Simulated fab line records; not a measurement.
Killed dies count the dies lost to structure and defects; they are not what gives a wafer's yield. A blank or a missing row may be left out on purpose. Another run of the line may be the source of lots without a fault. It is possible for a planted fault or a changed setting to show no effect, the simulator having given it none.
A single fault, viewed from 2 desks | flow n5 finfet | only its own numbers are on each desk; what lay behind them is given at the end
Where a reading is given only as a bound, like >300, the bound stands for it, and a mean or a difference that rests on one is marked > or <: the true number lies beyond.

== THE DEFECT DESK ==
Counts from the inspections along the route, per lot, as means over the sampled wafers that have a number. Any lot whose mean is over 4 standard deviations away from the usual mean is out of limits and marked OUT; that distance is given in the brackets.
Columns: A = raw defect count at N5_ZERO_LAYER_INSPECT_20, usual 35; B = raw defect count at N5_WELL_APT_INSPECT_10, usual 1.9; C = raw defect count at N5_WELL_APT_INSPECT_38, usual 14
lot  | first seen here | A             | B                      | C
L782 | day 1 19:16     | 24            | 3.3                    | 15
L783 | day 2 01:42     | 26            | 2.3                    | 14
L786 | day 2 19:25     | 349 (+21) OUT | >298 (+99 or more) OUT | 341 (+58) OUT
L787 | day 3 02:27     | 353 (+21) OUT | >300 (+99 or more) OUT | 323 (+55) OUT
L795 | day 5 02:01     | 45            | 1.0                    | 9
L800 | day 6 07:23     | 29            | 1.7                    | 18
L801 | day 6 13:20     | 58            | 3.0                    | 15
L802 | day 6 19:15     | 27            | 1.3                    | 16
L804 | day 7 08:54     | 43            | 1.3                    | 8
Finding of this desk: L786, L787 out of limits; the first was L786 at day 2 19:25, on raw defect count at N5_ZERO_LAYER_INSPECT_20. L782, L783, L795, L800, L801, L802, L804 stayed within limits.

== THE METROLOGY DESK ==
Lot by lot, what the gauges showed, no matter which tool ran the lot: averages of those sampled wafers that carry a number. Any lot whose mean is over 4 standard deviations away from the usual mean is out of limits and marked OUT; that distance is given in the brackets. Readings shown: 7 of its 11, picked as those furthest out on some lot.
Columns: A = PMOS_HMC_BLK_OVL at N5_PMOS_HMC_CHANNEL_EPI_OVL_MEAS_10, usual -0.5 nm; B = DIBL_N at N5_BEOL_M4_RC_MEAS_101, usual 36.0 mV/V; C = IOFF_P at N5_BEOL_M4_RC_MEAS_101, usual 0.21 nA/um; D = ION_N at N5_BEOL_M4_RC_MEAS_101, usual 673 uA/um; E = ION_P at N5_BEOL_M4_RC_MEAS_101, usual 461 uA/um; F = SS_P at N5_BEOL_M4_RC_MEAS_101, usual 73.4 mV/dec; G = VT_P at N5_BEOL_M4_RC_MEAS_101, usual -251 mV
lot  | first seen here | A    | B    | C    | D   | E   | F    | G
L782 | day 1 23:10     | -1.3 | 38.3 | 0.22 | 671 | 454 | 74.1 | -253
L783 | day 2 06:09     | 0.0  | 36.4 | 0.19 | 686 | 463 | 73.9 | -253
L786 | day 2 23:22     | -0.4 | 36.9 | 0.23 | 672 | 461 | 72.7 | -248
L787 | day 3 06:31     | 0.0  | 36.4 | 0.26 | 675 | 469 | 74.3 | -246
L795 | day 5 06:24     | -0.6 | 37.3 | 0.23 | 667 | 457 | 73.6 | -249
L800 | day 6 11:34     | 0.0  | 35.6 | 0.19 | 673 | 455 | 73.5 | -254
L801 | day 6 16:59     | -1.0 | 34.9 | 0.22 | 674 | 466 | 73.0 | -249
L802 | day 6 23:24     | -1.4 | 36.7 | 0.24 | 687 | 470 | 73.5 | -247
L804 | day 7 12:32     | -0.1 | 36.0 | 0.17 | 668 | 454 | 73.2 | -256
This desk's verdict: no lot among the 9 shows anything out of limits.

== PUT TOGETHER ==
The defect desk could have raised an alarm at day 2 19:25, on L786, L787.
Metrology desk: nothing out of limits seen.
The metrology desk has L786, L787 on record, within its limits.
All the named lots went through N5_ZERO_LAYER_PRECLEAN_00 on wet bench-04.

== WHAT THE SIMULATOR PUT IN ==
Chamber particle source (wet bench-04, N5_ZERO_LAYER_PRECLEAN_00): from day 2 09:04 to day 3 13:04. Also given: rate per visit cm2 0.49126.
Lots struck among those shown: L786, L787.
Hours from the fault's start to each desk's first reading out of limits: the defect desk, 10.
